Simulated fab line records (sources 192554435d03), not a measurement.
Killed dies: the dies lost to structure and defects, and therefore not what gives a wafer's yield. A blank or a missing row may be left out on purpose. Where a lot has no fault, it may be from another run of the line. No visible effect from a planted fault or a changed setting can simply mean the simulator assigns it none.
Matching of chambers | flow n5Finfet | pecvd-04 running N5_BEOL_M8_ILD_DEP_00: 3 sister chambers
The step deposits SiCOH lowk from DEMS/porogen, target thk 179.75 nm, time 33.4 s. 6 wafers are shown with their chamber, then 8 later ones without.

== EACH WAFER AND ITS CHAMBER ==
wafer  | chamber | throttleValvePct (%) | heaterPowerOuterW (W)
L082.1 | 1       | 12.9                 | 121
L082.2 | 2       | 13.2                 | 171
L085.2 | 2       | 13.3                 | 171
L085.4 | 0       | 14.2                 | 70
L085.5 | 1       | 12.9                 | 126
L086.1 | 0       | 14.1                 | 72

== WAFERS WHOSE CHAMBER IS MISSING ==
wafer  | throttleValvePct (%) | heaterPowerOuterW (W)
L086.3 | 13.3                 | 94
L086.5 | 14.2                 | 76
L084.3 | 14.2                 | 68
L084.5 | 13.4                 | 167
L084.6 | 13.9                 | 70
L097.1 | 13.8                 | 148
L097.5 | 14.2                 | 104
L097.6 | 13.8                 | 148

== WHICH CHAMBER EACH WENT THROUGH ==
wafer  | from the rows above | in truth
L086.3 | 1                   | 1
L086.5 | 0                   | 0
L084.3 | 0                   | 0
L084.5 | 2                   | 2
L084.6 | 0                   | 0
L097.1 | 2                   | 2
L097.5 | 0                   | 0
L097.6 | 2                   | 2
Correct placement for 8 of the 8. Number that these rows cannot place: 0. Number placed wrongly: 0.
How it was worked out, from the rows above alone: a wafer's distance from a chamber is the root of the sum, over the readings, of the square of ((its reading less the chamber's mean) divided by the reading's scatter). If the next closest chamber is less than 2 further off than the closest, the wafer can't be placed; otherwise it belongs to the closest. For every chamber, the mean is computed from those of its wafers that are shown. The scatter: take each reading less its chamber's mean, square it, sum over the shown wafers, divide by the number of wafers less the number of chambers, and take the root.
